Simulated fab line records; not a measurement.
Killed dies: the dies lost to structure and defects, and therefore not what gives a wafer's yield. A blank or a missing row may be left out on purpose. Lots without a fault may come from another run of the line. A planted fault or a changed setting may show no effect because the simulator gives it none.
Split-lot study ; flow n5-finfet ; 21 wafers read from 7 lots, route of 1938 steps

## ON THE SPLIT
At N5_PASSIVATION_EXPOSE_07 (exposes mask TV, defocus 0 nm, target cd 3000 nm), the setting dose-mj was moved away from the recipe's 22.75 on 8 of the 21 wafers read, by -4.0% to +6.9%. This setting was run at the recipe's value on the other wafers.

## FROM THE SPLIT TO THE READING: what the file shows between them, 3 steps
- N5_PASSIVATION_PEB_08
- N5_PASSIVATION_DEVELOP_09: develop time 60 s
- N5_PASSIVATION_HARDBAKE_11: time 120 s

## THE READING
cd-nm at N5_PASSIVATION_CD_MEAS_10, given in nm (cd target 3000 nm). Typical for fault-free wafers on this fab line: 3000 nm, with standard deviation 3.4 nm.

wafer;tool, chamber at the split;dose-mj as run;against the recipe;cd-nm, nm;against lot-mates on the recipe
L075.1;krf-scanner-01, 0;21.84;-4.0%;2986;-11
L075.2;krf-scanner-01, 0;22.75;recipe;2997;-
L075.4;krf-scanner-01, 0;21.84;-4.0%;2988;-9
L082.2;krf-scanner-01, 0;22.75;recipe;2999;-
L082.3;krf-scanner-01, 0;24.32;+6.9%;3009;+12
L082.5;krf-scanner-01, 0;22.75;recipe;2995;-
L085.4;krf-scanner-02, 0;22.2;-2.4%;2999;-4
L085.5;krf-scanner-02, 0;22.2;-2.4%;2997;-6
L085.6;krf-scanner-02, 0;22.75;recipe;3003;-
L086.2;krf-scanner-02, 0;21.85;-4.0%;2993;-10
L086.3;krf-scanner-02, 0;22.75;recipe;3003;-
L086.4;krf-scanner-02, 0;21.85;-4.0%;2991;-12
L087.1;krf-scanner-01, 0;22.75;recipe;2997;-
L087.2;krf-scanner-01, 0;22.75;recipe;2995;-
L087.6;krf-scanner-01, 0;22.75;recipe;2994;-
L089.1;krf-scanner-01, 0;22.75;recipe;2998;-
L089.2;krf-scanner-01, 0;22.75;recipe;2998;-
L089.4;krf-scanner-01, 0;22.75;recipe;2997;-
L091.1;krf-scanner-02, 0;23.85;+4.8%;3010;+10
L091.4;krf-scanner-02, 0;22.75;recipe;3001;-
L091.6;krf-scanner-02, 0;22.75;recipe;2998;-

FIT RESULTS
A straight line over all 21 wafers: cd-nm changes by +1.87 nm for each +1% of dose-mj; r = +0.85; the points scatter about the line by 3.1 nm.
The same after taking each lot's own level away (the mean of its wafers on the recipe; 21 wafers): +2.2 nm for each +1%; r = +0.97; scatter 1.5 nm.
According to that fit, moving dose-mj by its largest amount changes the reading by 15 nm.
Across the lots, their own levels run from 2995.3 to 3003.0 nm, a range of 2.3 times the standard deviation given above.
Hence the slope depends on the lot-to-lot level, as the two fits are not the same.
Check: with one of the wafers moved furthest among these (+6.9%) left out of the fit, the line predicts +16.7 nm for it against its lot-mates. Against them it came out at +12 nm.

## THE FILE'S OWN FIT
cd-nm changes by +2.1 nm for each +1% of dose-mj, r = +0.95.
